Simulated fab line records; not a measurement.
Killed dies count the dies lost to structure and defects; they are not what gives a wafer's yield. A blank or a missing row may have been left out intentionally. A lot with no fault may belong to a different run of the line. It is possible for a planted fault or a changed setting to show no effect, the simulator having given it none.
Split-lot experiment ; flow n5-finfet ; route with 1938 steps; 7 lots, 39 wafers read

## SPLIT DETAILS
At N5_MIM_BOT_SPUTTER_00 (material TiN, target thk 35 nm, time 89.7 s), the setting target-thk-a was moved away from the recipe's 350 angstrom on 9 of the 39 wafers read, by -40.6% to +55.3%. All remaining wafers had this setting at the recipe value.

The split's own step is where the reading is taken.

## THE READING
TiN_of_MIM_BOT_SPUTTER_00.thk-nm (the simulator's own value, which no gauge read), in nm, at N5_MIM_BOT_SPUTTER_00 (material TiN, target thk 35 nm, time 89.7 s). No usual value for it is given in the file. Here, 30 wafers ran the recipe; their average is 35.1 nm with a standard deviation of 0.49 nm.

wafer;tool, chamber at the split;target-thk-a as run, angstrom;against the recipe;TiN_of_MIM_BOT_SPUTTER_00.thk-nm, nm;against lot-mates on the recipe
L074.1;pvd-sputter-01, -;350;recipe;34;-
L074.2;pvd-sputter-01, -;350;recipe;34.6;-
L074.3;pvd-sputter-01, -;350;recipe;35.8;-
L074.5;pvd-sputter-01, -;350;recipe;35.8;-
L074.6;pvd-sputter-01, -;350;recipe;35.8;-
L074.4;pvd-sputter-01, -;350;recipe;35.4;-
L078.1;pvd-sputter-03, -;207.9;-40.6%;20.8;-14.4
L078.6;pvd-sputter-03, -;207.9;-40.6%;20.8;-14.4
L078.2;pvd-sputter-03, -;350;recipe;35;-
L078.3;pvd-sputter-03, -;350;recipe;35.2;-
L078.4;pvd-sputter-03, -;350;recipe;35.4;-
L078.5;pvd-sputter-03, -;207.9;-40.6%;21.2;-14.0
L079.1;pvd-sputter-03, -;543.7;+55.3%;54.6;+19.3
L079.2;pvd-sputter-03, -;543.7;+55.3%;54.8;+19.5
L079.3;pvd-sputter-03, -;350;recipe;35;-
L079.4;pvd-sputter-03, -;350;recipe;35.4;-
L079.5;pvd-sputter-03, -;543.7;+55.3%;54.4;+19.1
L079.6;pvd-sputter-03, -;350;recipe;35.6;-
L082.1;pvd-sputter-03, -;350;recipe;34.8;-
L082.5;pvd-sputter-03, -;350;recipe;34.8;-
L082.6;pvd-sputter-03, -;350;recipe;34.8;-
L082.2;pvd-sputter-03, -;350;recipe;34.4;-
L082.3;pvd-sputter-03, -;350;recipe;35;-
L082.4;pvd-sputter-03, -;350;recipe;34.6;-
L081.2;pvd-sputter-02, -;350;recipe;35.6;-
L081.3;pvd-sputter-02, -;350;recipe;34.8;-
L081.6;pvd-sputter-02, -;350;recipe;35;-
L085.1;pvd-sputter-03, -;431.2;+23.2%;43.2;+7.9
L085.2;pvd-sputter-03, -;350;recipe;35.6;-
L085.3;pvd-sputter-03, -;350;recipe;35.2;-
L085.5;pvd-sputter-03, -;350;recipe;35.2;-
L085.4;pvd-sputter-03, -;431.2;+23.2%;43;+7.7
L085.6;pvd-sputter-03, -;431.2;+23.2%;43.6;+8.3
L087.1;pvd-sputter-01, -;350;recipe;33.8;-
L087.2;pvd-sputter-01, -;350;recipe;34.8;-
L087.3;pvd-sputter-01, -;350;recipe;35.2;-
L087.4;pvd-sputter-01, -;350;recipe;35.2;-
L087.6;pvd-sputter-01, -;350;recipe;35.2;-
L087.5;pvd-sputter-01, -;350;recipe;34.6;-

FIT RESULTS
A straight line over all 39 wafers: TiN_of_MIM_BOT_SPUTTER_00.thk-nm changes by +0.351 nm for each +1% of target-thk-a; r = +1.00; the points scatter about the line by 0.45 nm.
The same after taking each lot's own level away (the mean of its wafers on the recipe; 39 wafers): +0.349 nm for each +1%; r = +1.00; scatter 0.4 nm.
Per that fit: largest target-thk-a move, reading shift of 19 nm.
From 34.73 to 35.33 nm: that is the span of the lots' own levels, equal to 1.2 times the standard deviation above.
Hence the lot-to-lot level has little effect on the slope; both slopes agree.
Check: +19.3 nm against its lot-mates is what the line predicts for one of the wafers moved furthest among these (+55.3%) when that wafer is left out of the fit. It came out at +19.3 nm against them.

## FURTHER SPLITS ON THESE WAFERS
Other splits were also applied to these wafers ahead of the reading. Each is held against what the fit with the lots' levels taken away leaves over:
other split on the same wafers;wafers away from the commonest value;r with TiN_of_MIM_BOT_SPUTTER_00.thk-nm (lot level and that fit taken away)
N5_BEOL_M8_TRENCH_ETCH_37 time-s;18;-0.20
N5_BEOL_M11_DESCUM_16 time-s;18;-0.03
N5_BEOL_M13_ETCH_59 time-s;9;-0.01

## THE FILE'S OWN FIT
TiN_of_MIM_BOT_SPUTTER_00.thk-nm changes by +0.349 nm for each +1% of target-thk-a, r = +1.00.
